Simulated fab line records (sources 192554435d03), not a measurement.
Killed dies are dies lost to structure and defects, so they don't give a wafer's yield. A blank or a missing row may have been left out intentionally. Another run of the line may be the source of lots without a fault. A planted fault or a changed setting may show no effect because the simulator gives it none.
Split-lot study | flow n5Finfet | route with 1938 steps; 7 lots, 21 wafers read

## THE SPLIT
At N5_SD_EPI_N_EPI_21 (deposits Si:P, time 690 s), the setting epiGrowthTimeS was moved away from the recipe's 690 s on 7 of the 21 wafers read, by -6.0% to -2.7%. For the rest of the wafers, this setting stayed at what the recipe calls for.

The reading comes from the split's own step.

## THE READING
Si-P_of_SD_EPI_N_EPI_21.thkNm (the simulator's own value, which no gauge read), in nm, at N5_SD_EPI_N_EPI_21 (deposits Si:P, time 690 s). The file gives no usual value for it. Across the 14 wafers here that went through the recipe, the average is 58.7 nm and the standard deviation 0.73 nm.

wafer  | tool, chamber at the split | epiGrowthTimeS as run, s | against the recipe | Si-P_of_SD_EPI_N_EPI_21.thkNm, nm | against lot-mates on the recipe
L076.1 | epiRpcvd-03, 0             | 690                      | recipe             | 58.6                              | -
L076.3 | epiRpcvd-03, 0             | 690                      | recipe             | 58.2                              | -
L076.5 | epiRpcvd-03, 0             | 690                      | recipe             | 58                                | -
L077.2 | epiRpcvd-01, 0             | 690                      | recipe             | 59.8                              | -
L077.3 | epiRpcvd-01, 0             | 690                      | recipe             | 60                                | -
L077.4 | epiRpcvd-01, 0             | 648.5                    | -6.0%              | 57.6                              | -2.3
L080.1 | epiRpcvd-02, 0             | 667.6                    | -3.2%              | 57                                | -1.2
L080.3 | epiRpcvd-02, 0             | 667.6                    | -3.2%              | 57.4                              | -0.8
L080.6 | epiRpcvd-02, 0             | 690                      | recipe             | 58.2                              | -
L085.1 | epiRpcvd-03, 0             | 671.6                    | -2.7%              | 57.6                              | -1.6
L085.6 | epiRpcvd-03, 0             | 671.6                    | -2.7%              | 57.6                              | -1.6
L085.3 | epiRpcvd-03, 0             | 690                      | recipe             | 59.2                              | -
L088.2 | epiRpcvd-02, 0             | 690                      | recipe             | 59.2                              | -
L088.4 | epiRpcvd-02, 0             | 690                      | recipe             | 58.8                              | -
L088.6 | epiRpcvd-02, 0             | 690                      | recipe             | 59                                | -
L093.3 | epiRpcvd-02, 0             | 690                      | recipe             | 59.4                              | -
L093.4 | epiRpcvd-02, 0             | 651.6                    | -5.6%              | 56                                | -3.4
L093.6 | epiRpcvd-02, 0             | 651.6                    | -5.6%              | 57                                | -2.4
L095.1 | epiRpcvd-03, 0             | 690                      | recipe             | 58                                | -
L095.2 | epiRpcvd-03, 0             | 690                      | recipe             | 58.2                              | -
L095.4 | epiRpcvd-03, 0             | 690                      | recipe             | 57.4                              | -

THE FIT
A straight line over all 21 wafers: Si-P_of_SD_EPI_N_EPI_21.thkNm changes by +0.345 nm for each +1% of epiGrowthTimeS; r = +0.74; the points scatter about the line by 0.71 nm.
The same after taking each lot's own level away (the mean of its wafers on the recipe; 21 wafers): +0.458 nm for each +1%; r = +0.94; scatter 0.36 nm.
Per that fit: largest epiGrowthTimeS move, reading shift of 2.8 nm.
From 57.87 to 59.90 nm: that is the span of the lots' own levels, equal to 2.8 times the standard deviation above.
So the lot-to-lot level blurs the effect unless lot-mates are compared.
Check: with one of the wafers moved furthest among these (-6.0%) left out of the fit, the line predicts -2.93 nm for it against its lot-mates. Against them it came out at -2.3 nm.

## OTHER SPLITS ON THESE WAFERS
Other splits were also applied to these wafers ahead of the reading. Each is held against what the fit with the lots' levels taken away leaves over:
other split on the same wafers | wafers away from the commonest value | r with Si-P_of_SD_EPI_N_EPI_21.thkNm (lot level and that fit taken away)
N5_ZERO_LAYER_ETCH_18 icpW     | 9                                    | -0.04
N5_WELL_APT_COAT_02 spinRpm    | 11                                   | +0.01
N5_FIN_CUT_COAT_19 spinRpm     | 6                                    | +0.04
N5_FIN_CUT_EXPOSE_05 doseMj    | 6                                    | -0.13
N5_FIN_CUT_CUT_ETCH_15 timeS   | 9                                    | +0.39
N5_SD_EPI_N_PEB_07 pebTempC    | 7                                    | +0.58

## FILE'S OWN FIT
Si-P_of_SD_EPI_N_EPI_21.thkNm changes by +0.442 nm for each +1% of epiGrowthTimeS, r = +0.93.
